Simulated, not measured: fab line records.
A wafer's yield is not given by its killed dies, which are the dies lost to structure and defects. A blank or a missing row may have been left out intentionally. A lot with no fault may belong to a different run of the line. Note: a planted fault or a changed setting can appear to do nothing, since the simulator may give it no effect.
Matching of chambers ; flow n5_finfet ; 4 sister chambers for N5_FIN_CUT_STRIP_24 on rie_diel-01
The step strips in CF4. 7 wafers are shown with their chamber, then 7 later ones without.

WAFERS, EACH WITH ITS CHAMBER
wafer;chamber;throttle_valve_pct (%);showerhead_plenum_p_Torr (Torr)
L082.3;0;13.41;1.82
L082.5;2;13.96;1.77
L086.3;2;13.97;1.76
L086.4;1;13.60;1.80
L086.5;3;13.42;1.73
L089.2;0;13.42;1.82
L089.3;1;13.61;1.80

WAFERS WHOSE CHAMBER IS MISSING
wafer;throttle_valve_pct (%);showerhead_plenum_p_Torr (Torr)
L089.5;13.44;1.82
L094.1;13.62;1.80
L094.5;13.62;1.80
L094.6;13.43;1.82
L096.1;14.02;1.76
L096.2;13.46;1.73
L096.4;13.46;1.82

EACH ONE'S CHAMBER
wafer;from the rows above;in truth
L089.5;0;0
L094.1;1;1
L094.5;1;1
L094.6;0;0
L096.1;2;2
L096.2;3;3
L096.4;0;0
Correctly placed: 7 of 7. Left unplaced by these rows: 0. Number placed wrongly: 0.
How it was worked out, from the rows above alone: a wafer's distance from a chamber is the root of the sum, over the readings, of the square of ((its reading less the chamber's mean) divided by the reading's scatter). If the next closest chamber is less than 2 further off than the closest, the wafer can't be placed; otherwise it belongs to the closest. For every chamber, the mean is computed from those of its wafers that are shown. The scatter is the square root of a quotient: the sum, over the shown wafers, of each reading's squared deviation from its chamber's mean, divided by wafers minus chambers.
